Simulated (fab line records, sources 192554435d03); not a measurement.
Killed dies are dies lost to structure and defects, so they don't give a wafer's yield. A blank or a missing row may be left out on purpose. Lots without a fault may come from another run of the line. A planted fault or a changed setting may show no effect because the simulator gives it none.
Which tool did it? | flow n5_finfet | 12 lots, 36 wafers sampled, at 1 step of a route of 1938

WHAT THE GAUGES READ, wafer by wafer
N5_DUMMY_GATE_OVL_MEAS_16.
lot  | measured    | on         | GATE_OVL (nm)
L075 | day 3 04:12 | overlay-02 | 0.5 -0.1 -0.2
L077 | day 3 16:23 | overlay-01 | -0.3 0.5 -0.3
L079 | day 4 05:36 | overlay-01 | 0.7 0.2 0.3
L081 | day 4 19:44 | overlay-02 | -1.0 -0.9 -1.8
L083 | day 5 04:08 | overlay-02 | -0.9 -1.6 -0.3
L085 | day 5 17:46 | overlay-02 | -0.1 -0.2 -0.2
L087 | day 6 05:44 | overlay-02 | -0.6 -1.2 -1.7
L089 | day 6 15:43 | overlay-01 | -0.3 -0.8 -0.7
L091 | day 7 03:26 | overlay-01 | -0.5 -0.8 -0.6
L093 | day 7 19:32 | overlay-02 | -1.0 -1.0 -1.5
L095 | day 8 08:08 | overlay-01 | -1.0 -0.6 -0.1
L097 | day 8 16:11 | overlay-02 | -1.1 -0.4 -0.1

WHICH TOOL RAN EACH LOT (tool, then ch and the chambers of the sampled wafers, then the start)
The record holds no process step before these readings.

THE ANSWER, worked out from the rows above alone
Rule: what is usual is taken from the lots themselves. Put in order of their means at a reading, lots are off if they are a third of the lots or fewer, leave a main group of 4 or more, and stand apart from it by a gap of 3 or more times the standard deviation of the main group's means; of several such gaps the widest counts. A main group whose means are all the same, to the digits that the tables above print for the reading, isn't used. A lot without any number at a reading at which 4 lots or more have one is off too. The other lots that the step has rows for count as sound.
No lot is off at any reading shown: from this, nothing can be told.

WHAT THE SIMULATOR HAD PUT IN
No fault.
